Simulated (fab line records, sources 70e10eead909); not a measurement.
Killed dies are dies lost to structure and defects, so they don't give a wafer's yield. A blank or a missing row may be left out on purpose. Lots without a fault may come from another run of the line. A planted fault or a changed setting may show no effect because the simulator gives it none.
fab line records | flow nand_harc
record lots=24 wafers=72 last_day=33
route steps=1302 shown P_M0@283 P_M1@297 P_BONDPAD@370
lots that met no fault: from a run of the same line without faults
start_h: hours from the record's first day to the start of the lot's first wafer shown | wait_h: hours since the lot's step before | " the same as in the row above | L1.1+2: a row that stands for several wafers | - no value, or no start given | * or withheld: withheld | < > ~ a bound
route shown NAME@n: a module of which the file shows steps, and the number in the route of the first | usual: mean/standard deviation of fault-free wafers | same: alike in all rows | chamber/n: place in a boat | sites: the reading at each site | _std_site: their standard deviation | _edge_site: outer sites' mean less inner sites' | radius_mm: how far each site lies from the wafer's centre | mask NAME#n: copy n | behind: the tool/chamber that last shaped the wafer | hold: why the lot was held/for how many hours/how that ended | device: the transistor (n, p or np) that didn't switch | end of line: the same wafers' tests at the end of the route | a step without rows: its recipe alone | killed: dies lost to structure and defects at the first sort, not the wafer's yield | map: a wafer's dies, x killed, . not, _ none there
set.NAME: the setting as run; set.NAME@STEP: as run at that earlier step | model.NAME: the simulator's own value behind a step, which no gauge read
steps of the route over a sample of lots; a table a step, a row a wafer
services: from which hour (start_h, from the record's first day; less than 0 if before it) a tool's chamber was out of use, for how many hours, and why
## steps
# step NHARC_P_M0_PRE_CLEAN_31
# recipe time_s=12 temp_c=370 rf_power_w=300 gas=NH3
# usual heater_power_w=648/87
# columns lot.wafer tool chamber start_h wait_h heater_power_w
L074.6 pecvd-04 0 131.96 0.1 730
L074.5 " 1 " " 684
L074.4 " 2 " " 645
L075.3 pecvd-04 2 132.64 0.1 591
L075.5 " 1 " " 744
L075.4 " 0 " " 761
L076.3 pecvd-03 0 148.45 0.1 561
L076.5 " 0 " " 567
L076.4 " 1 " " 490
L077.1 pecvd-01 1 150.14 0.1 601
L077.4 " 0 " " 601
L077.5 " 1 " " 602
L078.3 pecvd-03 0 166.65 0.1 625
L078.2 " 1 " " 477
L078.4 " 0 " " 625
L079.1 pecvd-01 0 175.19 0.1 599
L079.4 " 2 " " 736
L079.5 " 0 " " 594
L080.1 pecvd-04 2 194.61 0.1 658
L080.3 " 1 " " 796
L080.6 " 0 " " 716
L081.2 pecvd-04 0 195.36 0.2 732
L081.3 " 1 " " 792
L081.6 " 2 " " 610
L082.2 pecvd-03 0 207.74 0.1 609
L082.1 " 2 " " 642
L082.5 " 0 " " 599
L083.2 pecvd-01 0 212.32 0.1 543
L083.1 " 1 " " 680
L083.6 " 0 " " 544
L084.3 pecvd-03 2 221.02 0.1 623
L084.5 " 2 " " 631
L084.4 " 0 " " 561
L085.1 pecvd-03 0 232.01 0.1 641
L085.4 " 1 " " 535
L085.6 " 2 " " 637
L086.2 pecvd-04 1 238.65 0.1 737
L086.1 " 2 " " 553
L086.5 " 2 " " 548
L087.3 pecvd-04 2 256.39 0.1 625
L087.5 " 2 " " 611
L087.4 " 0 " " 707
L088.2 pecvd-03 2 269.57 0.1 585
L088.6 " 0 " " 667
L088.4 " 1 " " 553
L089.1 pecvd-03 2 270.60 0.2 694
L089.5 " 2 " " 679
L089.4 " 0 " " 619
L090.1 pecvd-03 0 285.04 0.1 652
L090.5 " 2 " " 694
L090.4 " 0 " " 649
L091.2 pecvd-03 2 289.60 0.1 599
L091.4 " 0 " " 606
L091.6 " 2 " " 608
L092.1 pecvd-01 0 305.60 0.3 623
L092.4 " 1 " " 664
L092.6 " 2 " " 791
L093.1 pecvd-03 0 313.22 0.1 599
L093.2 " 1 " " 580
L093.4 " 1 " " 562
L094.2 pecvd-03 1 325.63 0.1 526
L094.1 " 0 " " 632
L094.5 " 1 " " 526
L095.2 pecvd-03 0 348.05 0.1 546
L095.3 " 1 " " 546
L095.4 " 2 " " 645
L096.2 pecvd-01 1 350.32 0.1 674
L096.3 " 2 " " 832
L096.5 " 0 " " 686
L097.2 pecvd-01 1 359.93 0.1 673
L097.1 " 2 " " 844
L097.3 " 0 " " 692
# step NHARC_P_M1_INSPECT_11
# usual raw_defect_count=4.9/2.6
# columns lot.wafer tool chamber start_h wait_h raw_defect_count
L074.4 defect_inspect-02 - 133.38 0.0 8
L074.5 " - " " 11
L074.6 " - " " 3
L075.3 defect_inspect-01 - 133.94 0.0 3
L075.4 " - " " 2
L075.5 " - " " 3
L076.3 defect_inspect-02 - 149.89 0.0 3
L076.4 " - " " 1
L076.5 " - " " 4
L077.1 defect_inspect-02 - 151.43 0.0 1
L077.4 " - " " 2
L077.5 " - " " 2
L078.2 defect_inspect-02 - 168.08 0.0 6
L078.3 " - " " 3
L078.4 " - " " 2
L079.1 defect_inspect-01 - 176.62 0.0 4
L079.4 " - " " 3
L079.5 " - " " 2
L080.1 defect_inspect-02 - 195.91 0.0 2
L080.3 " - " " 2
L080.6 " - " " 5
L081.2 defect_inspect-02 - 196.91 0.0 6
L081.3 " - " " 1
L081.6 " - " " 5
L082.1 defect_inspect-01 - 209.22 0.0 11
L082.2 " - " " 8
L082.5 " - " " 13
L083.1 defect_inspect-01 - 213.79 0.0 7
L083.2 " - " " 6
L083.6 " - " " 2
L084.3 defect_inspect-01 - 222.45 0.0 6
L084.4 " - " " 10
L084.5 " - " " 8
L085.1 defect_inspect-01 - 233.44 0.0 5
L085.4 " - " " 7
L085.6 " - " " 11
L086.1 defect_inspect-01 - 240.09 0.0 2
L086.2 " - " " 5
L086.5 " - " " 3
L087.3 defect_inspect-01 - 257.82 0.0 9
L087.4 " - " " 11
L087.5 " - " " 5
L088.2 defect_inspect-01 - 270.88 0.0 4
L088.4 " - " " 5
L088.6 " - " " 5
L089.1 defect_inspect-01 - 272.04 0.0 4
L089.4 " - " " 7
L089.5 " - " " 2
L090.1 defect_inspect-02 - 286.47 0.0 7
L090.4 " - " " 7
L090.5 " - " " 3
L091.2 defect_inspect-02 - 291.03 0.0 8
L091.4 " - " " 6
L091.6 " - " " 2
L092.1 defect_inspect-02 - 306.88 0.0 7
L092.4 " - " " 6
L092.6 " - " " 6
L093.1 defect_inspect-01 - 314.65 0.0 9
L093.2 " - " " 7
L093.4 " - " " 7
L094.1 defect_inspect-02 - 327.08 0.0 4
L094.2 " - " " 4
L094.5 " - " " 6
L095.2 defect_inspect-02 - 349.53 0.0 4
L095.3 " - " " 2
L095.4 " - " " 3
L096.2 defect_inspect-02 - 351.76 0.0 2
L096.3 " - " " 3
L096.5 " - " " 7
L097.1 defect_inspect-02 - 361.26 0.0 6
L097.2 " - " " 5
L097.3 " - " " 11
# step NHARC_P_M1_ETCH_28
# recipe target_depth_a=300 over_etch_frac=0.3 time_s=72.99 ion_energy_ev=150 cf4_flow_sccm=50 n2_flow_sccm=100 ar_flow_sccm=150 rf_w=300 bias_w=100 chemistry=CF4/N2
# usual drypump_motor_current_A=5.5/0.44 n2_flow_sccm=100.0/0.3 oes_product_au=1.006/0.015 rf_vpp_V=314.4/2.1 showerhead_plenum_p_Torr=2.64/0.12 throttle_valve_pct=19.794/0.01
# columns lot.wafer tool chamber start_h wait_h drypump_motor_current_A n2_flow_sccm oes_product_au rf_hours_counter_h rf_vpp_V showerhead_plenum_p_Torr throttle_valve_pct
L074.4 rie_diel-10 0 - - 6.3 100.2 0.990 20 314.2 2.66 19.804
L074.5 " 0 " " 6.3 100.1 0.987 - 315.0 2.66 19.789
L074.6 " 1 " " 5.1 99.9 0.989 - 311.8 2.63 19.797
L075.3 rie_diel-10 0 - - 6.3 100.2 0.993 21 314.6 2.66 19.802
L075.4 " 1 " " 5.1 100.2 1.016 19 314.7 2.63 19.789
L075.5 " 3 " " 5.3 100.6 1.028 - 312.9 2.58 19.790
L076.4 rie_diel-11 0 - - 5.4 100.0 1.007 3 313.8 2.55 19.800
L076.3 " 1 " " 6.1 100.1 1.006 3 316.9 2.81 19.785
L076.5 " 3 " " 6.0 99.9 0.999 - 313.7 2.59 19.818
L077.4 rie_diel-11 1 - - 6.1 99.9 0.999 3 319.0 2.80 19.773
L077.1 " 3 " " 6.0 99.8 0.988 4 313.9 2.59 19.790
L077.5 " 0 " " 5.4 100.0 1.013 - 313.8 2.55 19.786
L078.2 rie_diel-10 2 - - 6.3 100.0 1.012 26 312.4 2.47 19.790
L078.4 " 3 " " 5.3 99.8 1.018 27 314.0 2.57 19.759
L078.3 " 1 " " 5.1 100.2 1.008 33 314.8 2.62 19.789
L079.4 rie_diel-09 1 - - 4.9 99.7 0.995 3 317.0 2.78 19.811
L079.1 " 3 " " 5.4 100.7 1.012 2 318.0 2.79 19.781
L079.5 " 2 " " 5.2 99.2 1.010 - 311.3 2.51 19.794
L080.3 rie_diel-09 3 - - 5.4 100.2 1.024 5 315.7 2.79 19.784
L080.1 " 0 " " 5.4 100.1 1.022 5 312.9 2.55 19.799
L080.6 " 0 " " 5.4 100.3 1.021 - 313.8 2.55 19.793
L081.2 rie_diel-09 2 - - 5.3 100.3 0.997 5 312.0 2.51 19.792
L081.3 " 3 " " 5.4 99.8 1.016 5 316.4 2.79 19.777
L081.6 " 2 " " 5.3 100.2 0.990 - 312.1 2.51 19.790
L082.1 rie_diel-09 1 - - 4.9 99.7 1.002 6 316.9 2.78 19.783
L082.2 " 3 " " 5.4 99.9 1.025 6 317.2 2.79 19.800
L082.5 " 1 " " 4.9 99.9 0.998 - 318.1 2.78 19.803
L083.1 rie_diel-09 0 - - 5.3 100.0 1.021 7 313.8 2.55 19.793
L083.2 " 2 " " 5.3 99.9 0.997 6 312.5 2.51 19.792
L083.6 " 1 " " 4.9 100.4 0.992 - 317.2 2.78 19.806
L084.3 rie_diel-11 2 - - 6.1 99.6 0.980 8 316.5 2.76 19.824
L084.4 " 1 " " 6.1 100.5 0.993 7 316.6 2.80 19.791
L084.5 " 2 " " 6.1 99.8 0.974 - 316.3 2.76 19.816
L085.1 rie_diel-09 0 - - 5.3 99.7 1.020 8 313.6 2.55 19.797
L085.4 " 2 " " 5.3 99.9 1.002 - 312.8 2.51 19.788
L085.6 " 3 " " 5.3 100.3 1.012 - 317.5 2.79 19.802
L086.2 rie_diel-09 0 - - 5.4 99.8 1.028 9 311.7 2.55 19.789
L086.1 " 3 " " 5.4 99.5 1.019 9 317.6 2.79 19.792
L086.5 " 0 " " 5.3 99.8 1.024 - 313.3 2.55 19.790
L087.4 rie_diel-10 0 - - 6.3 100.1 0.998 2 314.6 2.64 19.792
L087.3 " 1 " " 5.1 99.8 1.003 2 312.0 2.62 19.791
L087.5 " 3 " " 5.3 100.2 1.014 - 314.6 2.56 19.784
L088.4 rie_diel-09 3 - - 5.4 100.4 1.037 12 316.0 2.79 19.788
L088.2 " 0 " " 5.3 99.6 1.027 13 312.1 2.55 19.791
L088.6 " 2 " " 5.3 100.4 1.003 - 312.2 2.51 19.800
L089.1 rie_diel-09 3 - - 5.4 100.1 1.024 12 317.3 2.79 19.785
L089.4 " 1 " " 4.9 99.9 0.998 10 315.7 2.78 19.799
L089.5 " 2 " " 5.3 100.1 1.008 - 312.8 2.51 19.775
L090.1 rie_diel-09 2 - - 5.3 100.0 1.009 13 312.2 2.51 19.797
L090.4 " 1 " " 4.9 100.2 0.981 12 316.6 2.78 19.808
L090.5 " 3 " " 5.5 100.3 1.034 - 318.3 2.79 19.801
L091.4 rie_diel-09 3 - - 5.4 100.1 1.029 14 317.0 2.79 19.769
L091.2 " 1 " " 4.9 100.5 0.995 12 316.2 2.78 19.794
L091.6 " 0 " " 5.3 100.6 1.029 - 311.5 2.55 19.799
L092.4 rie_diel-09 2 - - 5.3 100.2 1.003 14 312.5 2.51 19.788
L092.1 " 3 " " 5.4 100.4 1.022 15 316.8 2.79 19.802
L092.6 " 0 " " 5.3 99.7 1.018 - 312.8 2.55 19.805
L093.2 rie_diel-10 0 - - 6.3 99.7 1.007 17 314.3 2.64 19.787
L093.1 " 1 " " 5.1 100.2 1.013 18 313.9 2.61 19.792
L093.4 " 3 " " 5.3 100.2 1.006 16 313.5 2.56 19.786
L094.2 rie_diel-11 2 - - 6.1 99.9 0.970 4 316.1 2.76 19.788
L094.1 " 3 " " 6.0 100.0 0.987 3 314.1 2.59 19.798
L094.5 " 1 " " 6.1 100.2 0.994 - 318.6 2.80 19.772
L095.3 rie_diel-11 0 - - 5.4 99.6 1.003 5 312.4 2.54 19.790
L095.4 " 1 " " 6.1 99.8 0.986 5 316.8 2.80 19.783
L095.2 " 2 " " 6.1 99.8 0.981 5 317.7 2.76 19.788
L096.3 rie_diel-09 0 - - 5.3 99.8 1.013 1 313.1 2.55 19.800
L096.2 " 2 " " 5.3 100.1 0.982 2 312.3 2.51 19.781
L096.5 " 3 " " 5.4 99.8 1.012 - 317.2 2.79 19.801
L097.3 rie_diel-10 0 - - 6.3 100.5 0.981 31 314.1 2.63 19.793
L097.2 " 1 " " 5.1 100.2 1.000 36 311.4 2.60 19.800
L097.1 " 2 " " 6.3 100.0 1.000 36 311.9 2.45 19.808
# step NHARC_P_M1_INSPECT_27
# usual raw_defect_count=304/140
# columns lot.wafer tool chamber start_h wait_h raw_defect_count
L074.4 defect_inspect-01 - 136.05 0.0 325
L074.5 " - " " 369
L074.6 " - " " 335
L075.3 defect_inspect-02 - 136.60 0.0 987
L075.4 " - " " 780
L075.5 " - " " 354
L076.3 defect_inspect-02 - 152.51 0.0 340
L076.4 " - " " 340
L076.5 " - " " 714
L077.1 defect_inspect-01 - 154.07 0.0 317
L077.4 " - " " 168
L077.5 " - " " 183
L078.2 defect_inspect-02 - 170.84 0.0 200
L078.3 " - " " 348
L078.4 " - " " 178
L079.1 defect_inspect-02 - 179.31 0.0 159
L079.4 " - " " 323
L079.5 " - " " 92
L080.1 defect_inspect-02 - 198.54 0.0 384
L080.3 " - " " 421
L080.6 " - " " 316
L081.2 defect_inspect-01 - 199.58 0.0 264
L081.3 " - " " 136
L081.6 " - " " 244
L082.1 defect_inspect-01 - 212.33 0.0 601
L082.2 " - " " 346
L082.5 " - " " 396
L083.1 defect_inspect-02 - 216.93 0.0 287
L083.2 " - " " 276
L083.6 " - " " 218
L084.3 defect_inspect-01 - 225.09 0.0 161
L084.4 " - " " 159
L084.5 " - " " 192
L085.1 defect_inspect-01 - 236.13 0.0 499
L085.4 " - " " 388
L085.6 " - " " 324
L086.1 defect_inspect-01 - 242.80 0.0 182
L086.2 " - " " 141
L086.5 " - " " 288
L087.3 defect_inspect-02 - 260.51 0.0 190
L087.4 " - " " 123
L087.5 " - " " 166
L088.2 defect_inspect-02 - 273.52 0.0 232
L088.4 " - " " 254
L088.6 " - " " 223
L089.1 defect_inspect-01 - 274.66 0.0 183
L089.4 " - " " 246
L089.5 " - " " 297
L090.1 defect_inspect-02 - 289.13 0.0 368
L090.4 " - " " 357
L090.5 " - " " 274
L091.2 defect_inspect-01 - 293.67 0.0 302
L091.4 " - " " 380
L091.6 " - " " 306
L092.1 defect_inspect-01 - 309.54 0.0 201
L092.4 " - " " 180
L092.6 " - " " 133
L093.1 defect_inspect-01 - 317.28 0.0 391
L093.2 " - " " 378
L093.4 " - " " 350
L094.1 defect_inspect-01 - 329.72 0.0 379
L094.2 " - " " 564
L094.5 " - " " 479
L095.2 defect_inspect-01 - 352.22 0.0 343
L095.3 " - " " 283
L095.4 " - " " 716
L096.2 defect_inspect-02 - 354.52 0.0 160
L096.3 " - " " 352
L096.5 " - " " 158
L097.1 defect_inspect-02 - 364.20 0.0 259
L097.2 " - " " 285
L097.3 " - " " 414
# step NHARC_P_BONDPAD_CD_MEAS_13
# usual cd_nm=501.5/2.7
# columns lot.wafer tool chamber start_h wait_h cd_nm
L074.4 cd_sem-01 - 142.65 - 504.9
L074.5 " - " " 503.2
L074.6 " - " " 500.3
L075.3 cd_sem-01 - 143.43 - 499.6
L075.4 " - " " 499.9
L075.5 " - " " 501.6
L076.3 cd_sem-03 - 158.72 - 503.5
L076.4 " - " " 505.3
L076.5 " - " " 503.5
L077.1 cd_sem-02 - 160.51 - 500.6
L077.4 " - " " 504.8
L077.5 " - " " 504.6
L078.2 cd_sem-01 - 177.71 - 499.0
L078.3 " - " " 497.2
L078.4 " - " " 501.0
L079.1 cd_sem-01 - 185.71 - 500.8
L079.4 " - " " 499.0
L079.5 " - " " 500.7
L081.2 cd_sem-02 - 206.40 - 503.9
L081.3 " - " " 503.7
L081.6 " - " " 502.7
L080.1 cd_sem-02 - 206.56 - 505.5
L080.3 " - " " 503.3
L080.6 " - " " 500.5
L082.1 cd_sem-03 - 219.51 - 501.4
L082.2 " - " " 501.0
L082.5 " - " " 501.7
L083.1 cd_sem-01 - 223.44 - 498.5
L083.2 " - " " 501.1
L083.6 " - " " 501.1
L084.3 cd_sem-02 - 231.46 - 497.6
L084.4 " - " " 504.7
L084.5 " - " " 503.9
L085.1 cd_sem-02 - 242.46 - 505.7
L085.4 " - " " 505.2
L085.6 " - " " 500.5
L086.1 cd_sem-01 - 249.24 - 499.8
L086.2 " - " " 499.3
L086.5 " - " " 498.3
L087.3 cd_sem-02 - 267.00 - 500.6
L087.4 " - " " 501.0
L087.5 " - " " 500.5
L088.2 cd_sem-03 - 280.04 - 501.7
L088.4 " - " " 503.2
L088.6 " - " " 504.6
L089.1 cd_sem-01 - 281.24 0.2 497.0
L089.4 " - " " 500.0
L089.5 " - " " 497.9
L090.1 cd_sem-03 - 295.48 - 499.2
L090.4 " - " " 497.7
L090.5 " - " " 496.8
L091.2 cd_sem-01 - 300.32 - 505.2
L091.4 " - " " 498.4
L091.6 " - " " 502.3
L092.1 cd_sem-01 - 316.39 - 504.3
L092.4 " - " " 500.0
L092.6 " - " " 504.8
L093.1 cd_sem-02 - 323.81 - 499.6
L093.2 " - " " 500.1
L093.4 " - " " 501.8
L094.1 cd_sem-01 - 336.29 - 505.4
L094.2 " - " " 499.4
L094.5 " - " " 498.7
L095.2 cd_sem-01 - 358.59 - 502.0
L095.3 " - " " 505.3
L095.4 " - " " 502.2
L096.2 cd_sem-01 - 361.09 - 502.3
L096.3 " - " " 499.2
L096.5 " - " " 500.2
L097.1 cd_sem-03 - 370.75 - 504.7
L097.2 " - " " 507.3
L097.3 " - " " 498.3
# step NHARC_P_BONDPAD_ANNEAL_28
# recipe temp_c=225 time_s=90
# usual wafer_temp_C_max=225.73/0.25
# columns lot.wafer tool chamber start_h wait_h wafer_temp_C_max
L074.4 rtp_anneal-01 0 144.21 0.3 225.72
L074.5 " 0 " " 225.64
L074.6 " 0 " " 225.51
L075.3 rtp_anneal-02 0 144.89 0.3 226.02
L075.4 " 0 " " 225.81
L075.5 " 0 " " 226.04
L076.3 rtp_anneal-02 0 160.20 0.3 225.79
L076.4 " 0 " " 225.60
L076.5 " 0 " " 225.95
L077.1 rtp_anneal-01 0 161.86 - 225.27
L077.4 " 0 " " 225.42
L077.5 " 0 " " 225.29
L078.2 rtp_anneal-01 0 179.16 0.3 225.53
L078.3 " 0 " " 225.54
L078.4 " 0 " " 225.50
L079.1 rtp_anneal-01 0 187.08 0.3 225.56
L079.4 " 0 " " 225.13
L079.5 " 0 " " 225.39
L081.2 rtp_anneal-02 0 207.83 - 226.07
L081.3 " 0 " " 226.08
L081.6 " 0 " " 226.31
L080.1 rtp_anneal-02 0 208.09 0.4 225.89
L080.3 " 0 " " 225.63
L080.6 " 0 " " 226.27
L082.1 rtp_anneal-01 0 220.92 0.3 225.63
L082.2 " 0 " " 225.91
L082.5 " 0 " " 225.46
L083.1 rtp_anneal-01 0 224.80 0.3 225.52
L083.2 " 0 " " 225.51
L083.6 " 0 " " 225.55
L084.3 rtp_anneal-02 0 232.91 - 225.98
L084.4 " 0 " " 226.18
L084.5 " 0 " " 226.10
L085.1 rtp_anneal-02 0 243.82 - 225.65
L085.4 " 0 " " 226.04
L085.6 " 0 " " 225.90
L086.1 rtp_anneal-02 0 251.26 - 226.04
L086.2 " 0 " " 225.63
L086.5 " 0 " " 225.67
L087.3 rtp_anneal-01 0 268.50 0.3 225.48
L087.4 " 0 " " 225.59
L087.5 " 0 " " 225.52
L088.2 rtp_anneal-02 0 281.46 0.3 226.01
L088.4 " 0 " " 225.49
L088.6 " 0 " " 225.79
L089.1 rtp_anneal-01 0 282.66 - 225.58
L089.4 " 0 " " 225.52
L089.5 " 0 " " 225.73
L090.1 rtp_anneal-02 0 296.87 - 225.96
L090.4 " 0 " " 225.62
L090.5 " 0 " " 225.56
L091.2 rtp_anneal-02 0 301.82 - 225.97
L091.4 " 0 " " 225.76
L091.6 " 0 " " 225.47
L092.1 rtp_anneal-02 0 317.75 0.3 225.72
L092.4 " 0 " " 225.80
L092.6 " 0 " " 225.71
L093.1 rtp_anneal-02 0 325.17 - 226.16
L093.2 " 0 " " 225.76
L093.4 " 0 " " 226.00
L094.1 rtp_anneal-01 0 337.82 0.3 225.68
L094.2 " 0 " " 225.51
L094.5 " 0 " " 225.47
L095.2 rtp_anneal-02 0 360.05 - 225.68
L095.3 " 0 " " 225.62
L095.4 " 0 " " 225.71
L096.2 rtp_anneal-02 0 362.50 0.3 225.58
L096.3 " 0 " " 225.72
L096.5 " 0 " " 225.81
L097.1 rtp_anneal-02 0 372.15 0.4 226.08
L097.2 " 0 " " 225.84
L097.3 " 0 " " 225.52
## services
# columns tool chamber start_h hours kind
rie_diel-09 2 123.24 2.4 repair
pecvd-01 - 130.00 13.0 pm
rie_diel-10 0 138.08 1.7 repair
rie_diel-09 - 143.14 9.0 pm
rie_diel-10 1 181.14 7.9 repair
pecvd-03 - 185.00 13.0 pm
rie_diel-09 - 207.42 0.2 repair
rie_diel-09 3 214.69 4.7 repair
rie_diel-11 - 221.88 0.7 repair
rie_diel-09 1 226.65 14.5 repair
rie_diel-10 - 242.56 9.0 pm
pecvd-01 - 259.94 0.6 repair
pecvd-03 - 261.61 1.1 repair
pecvd-04 - 269.00 13.0 pm
pecvd-01 - 278.93 0.3 repair
pecvd-04 0 308.56 4.1 repair
pecvd-01 - 311.34 13.0 pm
rie_diel-09 3 315.29 3.7 repair
rie_diel-09 - 320.14 9.0 pm
pecvd-04 - 332.02 0.9 repair
rie_diel-09 0 345.55 6.6 repair
pecvd-03 - 351.50 1.8 repair
pecvd-03 - 365.09 3.3 repair
pecvd-03 - 368.41 13.0 pm
## key
fault none
